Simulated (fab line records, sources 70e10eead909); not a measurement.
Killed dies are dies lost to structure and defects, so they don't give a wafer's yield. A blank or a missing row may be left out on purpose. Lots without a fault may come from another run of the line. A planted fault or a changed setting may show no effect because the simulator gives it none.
Which tool did it? | flow nand_harc | 12 lots, 36 wafers sampled, at 4 steps of a route of 1302

WHAT THE GAUGES READ, wafer by wafer
NHARC_P_ZERO_WELL_CD_MEAS_11: target cd 500 nm.
lot  | measured     | on        | cd_nm (nm)
L418 | day 1 21:15  | cd_sem-01 | 498.6 498.4 499.0
L419 | day 2 07:16  | cd_sem-01 | 497.4 497.0 495.3
L420 | day 2 17:15  | cd_sem-03 | 498.7 497.6 496.9
L421 | day 3 03:18  | cd_sem-03 | 497.4 498.0 498.3
L422 | day 3 13:08  | cd_sem-01 | 499.0 495.6 495.0
L426 | day 5 05:15  | cd_sem-03 | 499.5 499.6 499.7
L427 | day 5 15:14  | cd_sem-01 | 500.3 500.1 498.4
L428 | day 6 01:15  | cd_sem-02 | 498.9 497.0 496.3
L431 | day 7 07:14  | cd_sem-03 | 497.0 500.3 501.4
L436 | day 9 09:14  | cd_sem-02 | 498.1 495.2 499.6
L440 | day 11 01:08 | cd_sem-02 | 498.8 497.3 498.4
L441 | day 11 11:15 | cd_sem-03 | 498.1 499.4 498.7

NHARC_P_STI_OCD_MEAS_17.
lot  | measured     | on     | trench_depth_nm (nm) | trench_foot_cd_nm (nm)
L418 | day 2 19:42  | ocd-02 | 298 304 304          | 157.7 154.7 158.3
L419 | day 3 08:56  | ocd-01 | 295 298 303          | 158.3 159.1 160.2
L420 | day 3 15:02  | ocd-01 | 291 302 292          | 160.6 156.6 158.1
L421 | day 4 02:22  | ocd-01 | 295 299 298          | 159.7 159.0 155.0
L422 | day 4 12:35  | ocd-02 | 290 298 301          | 158.2 154.2 156.8
L426 | day 6 04:43  | ocd-02 | 294 303 298          | 157.0 160.1 157.7
L427 | day 6 14:08  | ocd-02 | 299 295 298          | 157.3 155.3 156.8
L428 | day 6 23:28  | ocd-01 | 307 300 303          | 160.0 158.4 159.1
L431 | day 8 05:36  | ocd-01 | 298 296 291          | 157.5 159.5 159.2
L436 | day 10 07:56 | ocd-02 | 299 299 296          | 158.1 159.0 159.8
L440 | day 11 23:41 | ocd-01 | 298 292 297          | 161.3 160.7 158.8
L441 | day 12 09:07 | ocd-01 | 296 303 298          | 161.6 157.3 161.4

WHICH TOOL RAN EACH LOT (tool, then ch and the chambers of the sampled wafers, then the start)
lot  | NHARC_P_ZERO_WELL_EXPOSE_34       | NHARC_P_STI_ETCH_42
L418 | krf_scanner-02 ch 0, day 1 23:57  | rie_diel-12 ch 0,3, day 2 19:15
L419 | krf_scanner-02 ch 0, day 2 10:01  | rie_diel-08 ch 0,1,3, day 3 08:30
L420 | krf_scanner-03 ch 0, day 2 19:59  | rie_diel-03 ch 0,1,3, day 3 14:36
L421 | krf_scanner-02 ch 0, day 3 06:10  | rie_diel-12 ch 0,1,3, day 4 01:57
L422 | krf_scanner-02 ch 0, day 3 15:56  | rie_diel-12 ch 1,2,3, day 4 12:10
L426 | krf_scanner-01 ch 0, day 5 08:05  | rie_diel-03 ch 0,1,2, day 6 04:17
L427 | krf_scanner-01 ch 0, day 5 17:49  | rie_diel-08 ch 0,1,3, day 6 13:42
L428 | krf_scanner-02 ch 0, day 6 04:11  | rie_diel-12 ch 0,2, day 6 23:02
L431 | krf_scanner-01 ch 0, day 7 10:04  | rie_diel-12 ch 0,2,3, day 8 05:10
L436 | krf_scanner-02 ch 0, day 9 12:09  | rie_diel-03 ch 1,2,3, day 10 07:30
L440 | krf_scanner-02 ch 0, day 11 04:05 | rie_diel-12 ch 1,2,3, day 11 23:16
L441 | krf_scanner-03 ch 0, day 11 14:07 | rie_diel-08 ch 0,2, day 12 08:41
- NHARC_P_ZERO_WELL_EXPOSE_34: exposes mask P PWELL, target cd 720 nm.
- NHARC_P_STI_ETCH_42: etches the open film in N2/H2, target depth 80 nm, overetch 24 nm, time 61 s.

WHAT THE TOOLS THEMSELVES READ (means of the sampled wafers that have a number; where no wafer has one, the mark that the record gives instead)
NHARC_P_ZERO_WELL_EXPOSE_34.
lot  | tool           | exposure_dose_mJ_cm2
L418 | krf_scanner-02 | 22.282
L419 | krf_scanner-02 | 22.281
L420 | krf_scanner-03 | 22.294
L421 | krf_scanner-02 | 22.333
L422 | krf_scanner-02 | 22.320
L426 | krf_scanner-01 | 22.297
L427 | krf_scanner-01 | 22.574
L428 | krf_scanner-02 | 22.305
L431 | krf_scanner-01 | 22.590
L436 | krf_scanner-02 | 22.325
L440 | krf_scanner-02 | 22.282
L441 | krf_scanner-03 | 22.282

NHARC_P_STI_ETCH_42.
lot  | tool        | drypump_motor_current_A (A) | oes_product_au (a.u.) | rf_vpp_V (V) | showerhead_plenum_p_Torr (Torr) | throttle_valve_pct (%)
L418 | rie_diel-12 | 6.2                         | 0.997                 | 428.5        | 1.98                            | 14.162
L419 | rie_diel-08 | 5.4                         | 1.001                 | 430.8        | 2.09                            | 14.166
L420 | rie_diel-03 | 5.9                         | 0.997                 | 430.1        | 2.02                            | 14.171
L421 | rie_diel-12 | 6.0                         | 0.986                 | 429.3        | 1.98                            | 14.174
L422 | rie_diel-12 | 5.6                         | 0.990                 | 430.4        | 2.02                            | 14.164
L426 | rie_diel-03 | 6.0                         | 0.993                 | 432.0        | 2.06                            | 14.168
L427 | rie_diel-08 | 5.4                         | 0.994                 | 431.7        | 2.09                            | 14.165
L428 | rie_diel-12 | 6.0                         | 0.985                 | 431.0        | 2.04                            | 14.178
L431 | rie_diel-12 | 5.8                         | 0.994                 | 430.4        | 2.01                            | 14.170
L436 | rie_diel-03 | 5.5                         | 1.000                 | 431.9        | 2.08                            | 14.167
L440 | rie_diel-12 | 5.6                         | 1.007                 | 429.6        | 2.01                            | 14.172
L441 | rie_diel-08 | 4.9                         | 1.013                 | 430.8        | 2.04                            | 14.165

THE ANSWER, worked out from the rows above alone
Rule: what is usual is taken from the lots themselves. Put in order of their means at a reading, lots are off if they are a third of the lots or fewer, leave a main group of 4 or more, and stand apart from it by a gap of 3 or more times the standard deviation of the main group's means; of several such gaps the widest counts. A main group whose means are all the same, to the digits that the tables above print for the reading, isn't used. A lot without any number at a reading at which 4 lots or more have one is off too. The other lots that the step has rows for count as sound. The gauges are gone through in route order, then the tools' own readings, and for those a lot's mean is taken as printed above. The first step at which some lot is off is used, and at that step the reading that is off furthest; a lot without a number counts as furthest.
Off: L427, L431, at NHARC_P_ZERO_WELL_EXPOSE_34 (exposure_dose_mJ_cm2). The main group: mean 22.300, standard deviation 0.019.
A tool fits if, at that step or a process step before it, it ran every lot that is off, and no sound lot after the first of them. One fits: krf_scanner-01 at NHARC_P_ZERO_WELL_EXPOSE_34. Its last sound lot is L426 (day 5 08:05), its first lot that is off L427 (day 5 17:49): a fault that began between those two fits.
The tool's own readings at NHARC_P_ZERO_WELL_EXPOSE_34 bear it out: on the lots that are off they differ by more than 5 times the standard deviation of the sound lots' means. exposure_dose_mJ_cm2 reads 22.582 there against 22.300 on the sound lots.

WHAT THE SIMULATOR HAD PUT IN
Process parameter drift: krf_scanner-01, from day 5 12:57 on, at NHARC_P_ZERO_WELL_EXPOSE_34. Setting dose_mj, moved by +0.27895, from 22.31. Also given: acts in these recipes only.
Lots struck among those shown: L427, L431. The rule above found the same.
